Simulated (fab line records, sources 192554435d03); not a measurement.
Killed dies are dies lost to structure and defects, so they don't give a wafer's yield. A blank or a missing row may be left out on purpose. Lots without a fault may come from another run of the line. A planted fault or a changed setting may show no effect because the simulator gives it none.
Split-lot experiment | flow n5_finfet | 7 lots, 21 wafers read, on a route of 1938 steps

THE SPLIT
At N5_BEOL_M10_EXPOSE_08 (exposes mask M10), the setting dose_mj was moved away from the recipe's 53.75 on 7 of the 21 wafers read, by -3.1% to +5.6%. The other wafers ran this setting at the recipe's value.

FROM THE SPLIT TO THE READING: what the file shows between them, 15 steps
- N5_BEOL_M10_PEB_09: peb time 60 s
- N5_BEOL_M10_DEVELOP_10: develop time 30 s
- N5_BEOL_M10_CD_MEAS_11: target cd 64.1 nm
- N5_BEOL_M10_DESCUM_16: chemistry O2, time 7.9 s
- N5_BEOL_M10_ETCH_61: etches SiARC in CF4, target depth 39 nm, time 65 s
- N5_BEOL_M10_ETCH_62: etches SOC in N2/H2, target depth 110 nm, overetch 22 nm, time 165 s
- N5_BEOL_M10_STRIP_68: strips in N2/H2
- N5_BEOL_M10_STRIP_67: strips in CF4
- N5_BEOL_M10_HM_OPEN_17: chemistry Cl2/BCl3, target TiN, target depth 20 nm, overetch 6 nm
- N5_BEOL_M10_STRIP_19: strips in O2
- N5_BEOL_M10_CD_MEAS_18: pitch 140 nm, target cd 70 nm
- N5_BEOL_M10_COAT_63: time 60 s, resist thk 100 nm
- N5_BEOL_M10_COAT_64: time 60 s, resist thk 30 nm
- N5_BEOL_M10_PRECLEAN_42: cleans in residue remover, time 60 s
- N5_BEOL_M10_SRD_43: time 30 s

THE READING
cd_nm, in nm, at N5_BEOL_M10_CD_MEAS_35 (target cd 70 nm). Fault-free wafers of this fab line usually give 70.3 nm, standard deviation 0.55 nm.

wafer  | tool, chamber at the split | dose_mj as run | against the recipe | cd_nm, nm | against lot-mates on the recipe
L078.1 | arfi_scanner-01, 0         | 56.54          | +5.2%              | 73.4      | +2.6
L078.4 | arfi_scanner-01, 0         | 56.54          | +5.2%              | 72.8      | +2.0
L078.5 | arfi_scanner-01, 0         | 53.75          | recipe             | 70.8      | -
L081.4 | arfi_scanner-01, 0         | 52.06          | -3.1%              | 68.9      | -1.1
L081.5 | arfi_scanner-01, 0         | 53.75          | recipe             | 70.0      | -
L081.6 | arfi_scanner-01, 0         | 52.06          | -3.1%              | 68.8      | -1.2
L082.1 | arfi_scanner-03, 0         | 53.75          | recipe             | 70.4      | -
L082.2 | arfi_scanner-03, 0         | 53.75          | recipe             | 70.4      | -
L082.6 | arfi_scanner-03, 0         | 53.75          | recipe             | 70.3      | -
L085.2 | arfi_scanner-03, 0         | 53.75          | recipe             | 70.3      | -
L085.5 | arfi_scanner-03, 0         | 53.75          | recipe             | 70.2      | -
L085.6 | arfi_scanner-03, 0         | 52.14          | -3.0%              | 69.2      | -1.0
L090.1 | arfi_scanner-02, 0         | 53.75          | recipe             | 69.6      | -
L090.3 | arfi_scanner-02, 0         | 53.75          | recipe             | 69.8      | -
L090.5 | arfi_scanner-02, 0         | 53.75          | recipe             | 69.4      | -
L091.3 | arfi_scanner-01, 0         | 53.75          | recipe             | 71.4      | -
L091.4 | arfi_scanner-01, 0         | 55.04          | +2.4%              | 72.6      | +1.4
L091.6 | arfi_scanner-01, 0         | 53.75          | recipe             | 70.9      | -
L094.1 | arfi_scanner-02, 0         | 53.75          | recipe             | 70.2      | -
L094.2 | arfi_scanner-02, 0         | 53.75          | recipe             | 70.6      | -
L094.4 | arfi_scanner-02, 0         | 56.76          | +5.6%              | 73.6      | +3.2

THE FIT
A straight line over all 21 wafers: cd_nm changes by +0.538 nm for each +1% of dose_mj; r = +0.93; the points scatter about the line by 0.51 nm.
The same after taking each lot's own level away (the mean of its wafers on the recipe; 21 wafers): +0.458 nm for each +1%; r = +0.98; scatter 0.25 nm.
On that fit, the largest move of dose_mj shifts the reading by 2.6 nm.
The lots' own levels span 69.60 to 71.15 nm, that is 2.8 times the standard deviation above.
So the lot-to-lot level changes the slope: the two fits differ.
Check: with one of the wafers moved furthest among these (+5.6%) left out of the fit, the line predicts +2.44 nm for it against its lot-mates. It came out at +3.2 nm against them.

OTHER SPLITS ON THESE WAFERS
These wafers also went through other splits before the reading. Each is held against what the fit with the lots' levels taken away leaves over:
other split on the same wafers | wafers away from the commonest value | r with cd_nm (lot level and that fit taken away)
N5_BEOL_M9_COAT_63 spin_rpm    | 5                                    | +0.01
N5_BEOL_M10_COAT_60 spin_rpm   | 8                                    | +0.05

THE WHOLE CHAIN: every reading that the file lists as answering this split, in the file's order
step                   | what it does                                       | reading                                                                | change (the file's fit)               | r (the file's)
N5_BEOL_M10_CD_MEAS_11 | target cd 64.1 nm                                  | cd_nm                                                                  | +0.525 nm for each +1% of the setting | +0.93
N5_BEOL_M10_ETCH_61    | etches SiARC in CF4, target depth 39 nm, time 65 s | BEOL_M10.cd_offset_nm (the simulator's own value, which no gauge read) | +0.524 nm for each +1% of the setting | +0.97
N5_BEOL_M10_CD_MEAS_18 | pitch 140 nm, target cd 70 nm                      | cd_nm                                                                  | +0.52 nm for each +1% of the setting  | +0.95
N5_BEOL_M10_CD_MEAS_35 | target cd 70 nm                                    | cd_nm                                                                  | +0.485 nm for each +1% of the setting | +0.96

THE FILE'S OWN FIT
cd_nm changes by +0.485 nm for each +1% of dose_mj, r = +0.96.
